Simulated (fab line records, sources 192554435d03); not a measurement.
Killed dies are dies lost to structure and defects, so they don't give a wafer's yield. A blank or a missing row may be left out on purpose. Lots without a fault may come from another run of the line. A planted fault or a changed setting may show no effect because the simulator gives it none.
Chamber matching | flow n5_finfet | N5_GATE_CUT_CMP_02 on cmp-04: 4 sister chambers
The step polishes, stops on SiO2, t overpolish 12.7 s, target thk 0 nm. 16 wafers are shown with their chamber, then 8 later ones without.

WAFERS WITH THEIR CHAMBER
wafer  | chamber | motor_current_A (A) | time_to_endpoint_s (s) | overpolish_run_s (s)
L074.1 | 3       | 8.2                 | 27.2                   | 12.700
L074.4 | 1       | 10.0                | 22.3                   | 12.704
L074.5 | 2       | 8.6                 | 24.2                   | 12.689
L080.2 | 1       | 10.3                | 23.0                   | 12.709
L080.3 | 0       | 7.9                 | 31.5                   | 12.713
L080.5 | 0       | 8.3                 | 29.7                   | 12.684
L084.2 | 3       | 8.9                 | 27.4                   | 12.695
L084.3 | 2       | 7.8                 | 24.9                   | 12.701
L084.4 | 1       | 10.4                | 24.1                   | 12.697
L088.1 | 3       | 8.0                 | 25.0                   | 12.698
L088.3 | 1       | 9.9                 | 25.1                   | 12.707
L088.4 | 2       | 8.5                 | 22.5                   | 12.706
L092.1 | 1       | 9.4                 | 21.8                   | 12.710
L092.4 | 0       | 7.7                 | 30.1                   | 12.698
L092.6 | 0       | 8.3                 | 31.7                   | 12.705
L093.1 | 2       | 8.5                 | 29.3                   | 12.700

SIGNATURES (means of the wafers above)
reading            | chamber 0 | chamber 1 | chamber 2 | chamber 3 | scatter within a chamber
motor_current_A    | 8.050     | 10.000    | 8.350     | 8.367     | 0.382
time_to_endpoint_s | 30.750    | 23.260    | 25.225    | 26.533    | 1.8
overpolish_run_s   | 12.70000  | 12.70540  | 12.69900  | 12.69767  | 0.0078
Rule: a wafer's distance from a chamber is the root of the sum, over the readings, of the square of ((its reading less the chamber's mean) divided by the reading's scatter). The wafer belongs to the nearest chamber; if the next one is less than 2 further off, it can't be placed. The scatter: the root of (the sum of the squares of (reading less its chamber's mean) over the shown wafers, divided by (wafers less chambers)).

WAFERS WITHOUT THEIR CHAMBER
wafer  | motor_current_A (A) | time_to_endpoint_s (s) | overpolish_run_s (s)
L093.2 | 7.9                 | 33.5                   | 12.704
L093.6 | 8.3                 | 26.3                   | 12.678
L094.2 | 8.1                 | 31.0                   | 12.702
L094.3 | 9.3                 | 25.0                   | 12.705
L094.6 | 9.4                 | 23.3                   | 12.711
L097.1 | 8.5                 | 30.0                   | 12.698
L097.2 | 7.4                 | 31.2                   | 12.720
L097.4 | 9.0                 | 28.7                   | 12.699

WHICH CHAMBER EACH WENT THROUGH
wafer  | from the rows above          | in truth
L093.2 | 0                            | 0
L093.6 | can't be placed: 3 or 2 or 0 | 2
L094.2 | 0                            | 0
L094.3 | can't be placed: 1 or 2 or 3 | 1
L094.6 | can't be placed: 1 or 2 or 3 | 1
L097.1 | can't be placed: 0 or 3 or 2 | 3
L097.2 | can't be placed: 0 or 3 or 2 | 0
L097.4 | can't be placed: 3 or 2 or 0 | 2
Placed correctly: 2 of 8. Can't be placed from these rows: 6 (the true chamber is among the candidates in 6). Placed wrongly: 0.
